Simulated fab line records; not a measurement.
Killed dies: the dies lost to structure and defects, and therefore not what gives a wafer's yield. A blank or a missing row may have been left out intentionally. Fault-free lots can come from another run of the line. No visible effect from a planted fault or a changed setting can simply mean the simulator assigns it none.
fab line records + flow n5-finfet
[record]
- lots = 7
- wafers = 21
route steps=1938 shown PASSIVATION@1931
start-h: hours from the record's first day to the start of the lot's first wafer shown + wait-h: hours since the lot's step before + " as in the row above + L1.1+2: a single row standing in for several wafers + - no value, or no start given + * or withheld: withheld + < > ~ a bound
route shown NAME@n: NAME is a module with steps in the file, n the number in the route of the first one + usual: average and standard deviation across the fault-free wafers + same: alike in all rows + chamber/n: place in a boat + sites: per-site readings + _std_site: standard deviation across them + _edge_site: outer sites' mean less inner sites' + radius-mm: for every site, how far away it sits from the centre of the wafer + mask NAME#n: copy n + behind: the last tool/chamber to shape the wafer + hold: what put the lot on hold/how long, in hours/how the hold closed + device: transistor that didn't switch, given as n, p or np + end of line: tests of these same wafers at the route's end + a step with no rows: only its recipe + killed: not the wafer's yield, but the dies lost to structure and defects at the first sort + map: shows each die of a wafer: x if killed, . if not, _ if none is there
set.NAME: the setting the step ran with; set.NAME@STEP: the setting that earlier step ran with + model.NAME: the simulator's own value behind a step, which no gauge read
lots where settings were altered on purpose, with a table for each step and a row for each wafer
[[steps]]
[step N5_PASSIVATION_STRIP_48]
[recipe]
- chemistry = O2
- power-w = 600
- temp-c = 60
- pressure-mtorr = 30
- rf-frequency-hz = 6e+07
- bias-power-w = 0
- overash-fraction = 0.5
- o2-flow-sccm = 225
| lot.wafer  | tool        | chamber | start-h | wait-h | set.power-w |
|------------|-------------|---------|---------|--------|-------------|
| L076.2+4+5 | rie-diel-05 | 2,1,2   | 323.57  | 0.1    | 502.2       |
| L083.3+5   | rie-diel-06 | 0,2     | 360.64  | 0.1    | 635.7       |
| L083.4     | "           | 1       | "       | "      | 600         |
| L086.1     | rie-diel-05 | 0       | 380.25  | 0.1    | 600         |
| L086.3+5   | "           | 3,1     | "       | "      | 513.1       |
| L089.1+4   | rie-diel-03 | 1,2     | 390.20  | 0.1    | 600         |
| L089.3     | "           | 3       | "       | "      | 648         |
| L088.2+6   | rie-diel-03 | 1       | 398.19  | 0.1    | 600         |
| L088.3     | "           | 3       | "       | "      | 534.5       |
| L085.3     | rie-diel-06 | 3       | 405.41  | 0.1    | 600         |
| L085.4+5   | "           | 0,3     | "       | "      | 568.4       |
| L095.2+3+5 | rie-diel-05 | 1,2,1   | 449.05  | 0.1    | 600         |
[step N5_PASSIVATION_STRIP_52]
[recipe]
- chemistry = post-etch-residue-remover
- time-s = 1200
- temp-c = 72.5
[step N5_PASSIVATION_CLEAN_71]
[recipe]
- chemistry = IPA
- time-s = 180
- temp-c = 25
[step N5_PASSIVATION_SRD_72]
[recipe]
- dry = ipa-marangoni
- time-s = 30
- temp-c = 23
- rinse-liquid = diw
[step N5_PASSIVATION_ANNEAL_56]
[recipe]
- temp-c = 400
- time-s = 1800
- ambient = FGA
- idle-temp-c = 300
- ramp-up-c-per-min = 5
- ramp-down-c-per-min = 3
[step N5_PASSIVATION_PROBE_49]
[usual]
- defect-limited-yield = 91.1/1.4
- killed_at_M0_to_M3 = 34/10
- killed_at_M4_up = 14/5.5
- killed-at-contacts = 12/5.1
- killed-at-front-end = 41/12
- killed-at-other = 4/3.1
- killed-dies = 105/17
- killed-open = 70/13
- killed-short = 33/7.6
- sort_bin_5_function = 5.3/0.98
- sort_bin_6_memory = 3.3/0.67
- sort_bin_8_speed = 0.00/0.007
- sort-n-pass = 1075/17
- sort-yield-pct = 91.1/1.4
[same]
- gross-dies = 1180
- killed-at-back-side = 0
- sort_bin_4_leakage[%] = 0
| lot.wafer | tool      | chamber | start-h | wait-h | set.time-s@PASSIVATION_DESCUM_46 | defect-limited-yield[%] | killed_at_M0_to_M3 | killed_at_M4_up | killed-at-contacts | killed-at-front-end | killed-at-other | killed-dies | killed-open | killed-short | sort_bin_5_function[%] | sort_bin_6_memory[%] | sort_bin_8_speed[%] | sort-n-pass | sort-yield-pct[%] |
|-----------|-----------|---------|---------|--------|----------------------------------|-------------------------|--------------------|-----------------|--------------------|---------------------|-----------------|-------------|-------------|--------------|------------------------|----------------------|---------------------|-------------|-------------------|
| L076.2    | prober-01 | -       | 326.13  | 0.1    | 7.9                              | 89.7                    | 28                 | 35              | 11                 | 43                  | 4               | 121         | 67          | 37           | 6.6                    | 3.2                  | 0                   | 1059        | 89.7              |
| L076.4    | prober-01 | -       | 326.23  | 0.2    | 7.348                            | 90.9                    | 26                 | 38              | 12                 | 27                  | 4               | 107         | 63          | 24           | 5.8                    | 2.8                  | 0                   | 1073        | 90.9              |
| L076.5    | prober-01 | -       | 326.28  | 0.2    | 7.348                            | 63.0                    | 19                 | 14              | 5                  | 399                 | 0               | 437         | 43          | 19           | 35.4                   | 1.5                  | 0                   | 743         | 63.0              |
| L083.3    | prober-01 | -       | 363.25  | 0.1    | 7.9                              | 0                       | 28                 | 6               | 18                 | 1127                | 1               | 1180        | 73          | 34           | 95.9                   | 3.6                  | 0                   | 0           | 0                 |
| L083.4    | prober-01 | -       | 363.30  | 0.2    | 7.9                              | 0                       | 34                 | 12              | 3                  | 1131                | 0               | 1180        | 59          | 34           | 96.3                   | 3.1                  | 0                   | 0           | 0                 |
| L083.5    | prober-01 | -       | 363.35  | 0.2    | 7.9                              | 0                       | 33                 | 5               | 14                 | 1126                | 2               | 1180        | 67          | 30           | 96.6                   | 2.9                  | 0                   | 0           | 0                 |
| L086.1    | prober-01 | -       | 382.76  | 0.0    | 8.504                            | 8.3                     | 47                 | 5               | 14                 | 1010                | 6               | 1082        | 59          | 27           | 65.7                   | 14.7                 | 0                   | 98          | 8.3               |
| L086.3    | prober-01 | -       | 382.86  | 0.1    | 8.504                            | 10.0                    | 38                 | 8               | 6                  | 1003                | 7               | 1062        | 43          | 28           | 62.8                   | 14.2                 | 0                   | 118         | 10.0              |
| L086.5    | prober-01 | -       | 382.96  | 0.2    | 7.9                              | 93.9                    | 34                 | 10              | 8                  | 20                  | 0               | 72          | 46          | 22           | 2.7                    | 3.1                  | 0                   | 1108        | 93.9              |
| L089.1    | prober-02 | -       | 392.69  | 0.0    | 6.934                            | 0                       | 45                 | 7               | 10                 | 1117                | 1               | 1180        | 74          | 29           | 96.4                   | 3.3                  | 0                   | 0           | 0                 |
| L089.3    | prober-02 | -       | 392.79  | 0.1    | 6.934                            | 0                       | 19                 | 20              | 11                 | 1130                | 0               | 1180        | 61          | 32           | 96.9                   | 2.9                  | 0                   | 0           | 0                 |
| L089.4    | prober-02 | -       | 392.84  | 0.2    | 7.9                              | 0                       | 31                 | 11              | 21                 | 1116                | 1               | 1180        | 72          | 28           | 96.0                   | 3.6                  | 0                   | 0           | 0                 |
| L088.2    | prober-01 | -       | 400.73  | 0.1    | 9.449                            | 0                       | 40                 | 18              | 7                  | 1115                | 0               | 1180        | 77          | 19           | 96.7                   | 3.1                  | 0                   | 0           | 0                 |
| L088.3    | prober-01 | -       | 400.78  | 0.1    | 7.9                              | 0                       | 28                 | 18              | 25                 | 1108                | 1               | 1180        | 87          | 37           | 95.8                   | 3.6                  | 0                   | 0           | 0                 |
| L088.6    | prober-01 | -       | 400.93  | 0.3    | 7.9                              | 0                       | 27                 | 21              | 9                  | 1123                | 0               | 1180        | 53          | 28           | 96.9                   | 3.1                  | 0                   | 0           | 0                 |
| L085.3    | prober-02 | -       | 408.02  | 0.1    | 7.9                              | 86.4                    | 37                 | 22              | 10                 | 87                  | 5               | 161         | 76          | 44           | 7.5                    | 5.4                  | 0.08                | 1019        | 86.4              |
| L085.4    | prober-02 | -       | 408.07  | 0.2    | 7.9                              | 89.1                    | 44                 | 8               | 13                 | 52                  | 12              | 129         | 84          | 45           | 5.7                    | 4.8                  | 0                   | 1051        | 89.1              |
| L085.5    | prober-02 | -       | 408.12  | 0.2    | 7.9                              | 86.9                    | 43                 | 12              | 9                  | 81                  | 10              | 155         | 92          | 28           | 8.0                    | 4.9                  | 0                   | 1025        | 86.9              |
| L095.2    | prober-01 | -       | 451.61  | 0.1    | 7.9                              | 93.0                    | 33                 | 8               | 9                  | 27                  | 6               | 83          | 52          | 27           | 3.8                    | 3.1                  | 0                   | 1097        | 93.0              |
| L095.3    | prober-01 | -       | 451.66  | 0.1    | 7.9                              | 92.0                    | 32                 | 11              | 9                  | 41                  | 1               | 94          | 66          | 26           | 4.8                    | 2.9                  | 0                   | 1086        | 92.0              |
| L095.5    | prober-01 | -       | 451.76  | 0.2    | 7.9                              | 91.7                    | 32                 | 11              | 11                 | 39                  | 5               | 98          | 62          | 34           | 5.2                    | 2.9                  | 0                   | 1082        | 91.7              |
// killed by level:class
L076.2 FIN_SAQP:geometric-particle:open=15 BEOL_M15:area-etch=15 MOL_CONTACT_COAG:geometric-particle:open=9 FIN_SAQP:geometric-particle:short=8 BEOL_M0_SAQP:geometric-particle:short=6 BEOL_M0_SAQP:geometric-particle:open=5 BEOL_M4:geometric-particle:open=5 BEOL_M2:geometric-particle:open=4
L076.4 BEOL_M5:area-expose=16 BEOL_M4:geometric-particle:open=12 MOL_CONTACT_COAG:geometric-particle:open=11 BEOL_M0_SAQP:geometric-particle:open=9 STI_FIN_REVEAL:geometric-particle:open=6 FIN_SAQP:geometric-particle:open=5 BEOL_M0_SAQP:geometric-particle:short=4 BEOL_M0:geometric-particle:short=4
L076.5 FIN_SAQP:area-ald=374 BEOL_M3:geometric-particle:open=6 SPACER0:geometric-particle:open=5 MOL_CONTACT_COAG:geometric-particle:open=5 BEOL_M0_SAQP:geometric-particle:open=5 BEOL_M4:geometric-particle:open=4 FIN_SAQP:geometric-particle:open=3 SPACER0:geometric-particle:short=3
L083.3 DUMMY_GATE:area-cvd=1072 FIN_SAQP:geometric-particle:open=16 MOL_CONTACT_COAG:geometric-particle:open=14 BEOL_M3:geometric-particle:open=9 FIN_SAQP:geometric-particle:short=6 BEOL_M1:geometric-particle:open=6 GATE_CUT:geometric-particle:short=5 ILD0:geometric-particle:short=4
L083.4 DUMMY_GATE:area-cvd=1087 FIN_SAQP:geometric-particle:open=12 BEOL_M0_SAQP:geometric-particle:short=10 FIN_SAQP:geometric-particle:short=7 BEOL_M0_SAQP:geometric-particle:open=7 BEOL_M4:geometric-particle:open=5 STI_FIN_REVEAL:geometric-particle:open=4 BEOL_M1:geometric-particle:open=4
L083.5 DUMMY_GATE:area-cvd=1083 MOL_CONTACT_COAG:geometric-particle:open=12 BEOL_M1:geometric-particle:open=11 STI_FIN_REVEAL:geometric-particle:open=9 FIN_SAQP:geometric-particle:open=7 BEOL_M0_SAQP:geometric-particle:short=6 FIN_SAQP:geometric-particle:short=5 BEOL_M3:geometric-particle:open=5
L086.1 GATE_CUT:area-expose=995 BEOL_M3:geometric-particle:open=14 MOL_CONTACT_COAG:geometric-particle:open=12 BEOL_M0_SAQP:geometric-particle:short=10 BEOL_M2:geometric-particle:open=9 BEOL_M0_SAQP:geometric-particle:open=6 BEOL_M1:geometric-particle:open=5 GATE_CUT:geometric-particle:open=3
L086.3 GATE_CUT:area-expose=989 BEOL_M2:geometric-particle:open=12 BEOL_M3:geometric-particle:open=10 BEOL_M1:geometric-particle:short=8 FIN_SAQP:geometric-particle:short=5 MOL_CONTACT_COAG:geometric-particle:open=5 MIM_TOP_ETCH:geometric-particle:short=5 BEOL_M1:geometric-particle:open=4
L086.5 MOL_CONTACT_COAG:geometric-particle:open=7 BEOL_M2:geometric-particle:open=7 BEOL_M0_SAQP:geometric-particle:open=6 BEOL_M3:geometric-particle:open=6 GATE_CUT:geometric-particle:short=5 BEOL_M0_SAQP:geometric-particle:short=5 BEOL_M2:geometric-particle:short=4 STI_FIN_REVEAL:geometric-particle:open=3
L089.1 DUMMY_GATE:area-cvd=1074 STI_FIN_REVEAL:geometric-particle:open=13 BEOL_M0_SAQP:geometric-particle:open=11 MOL_CONTACT_COAG:geometric-particle:open=9 BEOL_M2:geometric-particle:open=9 BEOL_M0_SAQP:geometric-particle:short=8 DUMMY_GATE:geometric-particle:open=6 FIN_SAQP:geometric-particle:open=5
L089.3 DUMMY_GATE:area-cvd=1085 STI_FIN_REVEAL:geometric-particle:open=10 MOL_CONTACT_COAG:geometric-particle:open=10 FIN_SAQP:geometric-particle:short=7 STI_FIN_REVEAL:geometric-particle:short=6 BEOL_M0_SAQP:geometric-particle:short=6 BEOL_M1:geometric-particle:open=6 BEOL_M4:geometric-particle:open=6
L089.4 DUMMY_GATE:area-cvd=1079 MOL_CONTACT_COAG:geometric-particle:open=18 STI_FIN_REVEAL:geometric-particle:open=15 FIN_SAQP:geometric-particle:open=7 BEOL_M3:geometric-particle:open=6 BEOL_M0_SAQP:geometric-particle:open=5 BEOL_M2:geometric-particle:open=5 STI_FIN_REVEAL:geometric-particle:short=4
L088.2 FIN_SAQP:area-ald=792 DUMMY_GATE:area-cvd=291 BEOL_M2:geometric-particle:open=13 BEOL_M0_SAQP:geometric-particle:open=9 FIN_SAQP:geometric-particle:open=8 BEOL_M4:geometric-particle:open=7 BEOL_M3:geometric-particle:open=7 STI_FIN_REVEAL:geometric-particle:open=6
L088.3 DUMMY_GATE:area-cvd=1054 MOL_CONTACT_COAG:geometric-particle:open=21 FIN_SAQP:geometric-particle:open=18 BEOL_M4:geometric-particle:open=9 FIN_SAQP:geometric-particle:short=7 STI_FIN_REVEAL:geometric-particle:open=6 GATE_CUT:geometric-particle:short=5 BEOL_M1:geometric-particle:open=5
L088.6 FIN_SAQP:area-ald=867 DUMMY_GATE:area-cvd=231 BEOL_M0_SAQP:geometric-particle:open=7 BEOL_M5:geometric-particle:open=7 MOL_CONTACT_COAG:geometric-particle:open=6 BEOL_M0_SAQP:geometric-particle:short=6 BEOL_M3:geometric-particle:open=6 DUMMY_GATE:geometric-particle:open=5
L085.3 GATE_CUT:area-expose=40 FIN_SAQP:geometric-particle:short=14 BEOL_M4:geometric-particle:open=13 BEOL_M3:geometric-particle:open=10 GATE_CUT:geometric-particle:short=9 MOL_CONTACT_COAG:geometric-particle:open=9 STI_FIN_REVEAL:geometric-particle:open=7 BEOL_M0_SAQP:geometric-particle:short=7
L085.4 STI_FIN_REVEAL:geometric-particle:open=14 BEOL_M3:geometric-particle:open=11 BEOL_M0_SAQP:geometric-particle:open=9 BEOL_M2:geometric-particle:open=8 MOL_CONTACT_COAG:geometric-particle:open=8 GATE_CUT:geometric-particle:open=7 GATE_CUT:geometric-particle:short=6 MOL_CONTACT_COAG:geometric-particle:short=5
L085.5 GATE_CUT:area-expose=35 STI_FIN_REVEAL:geometric-particle:open=15 BEOL_M2:geometric-particle:open=14 MOL_CONTACT_COAG:geometric-particle:open=9 BEOL_M4:geometric-particle:open=8 DUMMY_GATE:geometric-particle:open=7 BEOL_M0_SAQP:geometric-particle:short=7 BEOL_M0_SAQP:geometric-particle:open=7
L095.2 BEOL_M3:geometric-particle:open=14 MOL_CONTACT_COAG:geometric-particle:open=6 BEOL_M0_SAQP:geometric-particle:open=6 SPACER0:geometric-particle:short=5 BEOL_M1:geometric-particle:open=4 FIN_SAQP:geometric-particle:short=3 DUMMY_GATE:geometric-particle:short=3 SPACER0:geometric-particle:open=3
L095.3 FIN_SAQP:geometric-particle:open=11 STI_FIN_REVEAL:geometric-particle:open=11 BEOL_M3:geometric-particle:open=8 BEOL_M3:geometric-particle:short=8 MOL_CONTACT_COAG:geometric-particle:open=7 BEOL_M2:geometric-particle:open=6 GATE_CUT:geometric-particle:open=5 GATE_CUT:geometric-particle:short=4
L095.5 STI_FIN_REVEAL:geometric-particle:open=15 BEOL_M3:geometric-particle:open=13 MOL_CONTACT_COAG:geometric-particle:open=7 BEOL_M0_SAQP:geometric-particle:short=6 STI_FIN_REVEAL:geometric-particle:short=4 GATE_CUT:geometric-particle:short=4 MOL_CONTACT_COAG:geometric-particle:short=4 BEOL_M1:geometric-particle:open=4
[[key]]
[split]
- step = N5_PASSIVATION_STRIP_48
- setting = power-w
- stated = 600
- by = wafer
response none clear
split outside-this-file step=N5_PASSIVATION_DESCUM_46 setting=time-s
// split outside-this-file: this setting was split too, and the file shows its column; the key of that split is in another file
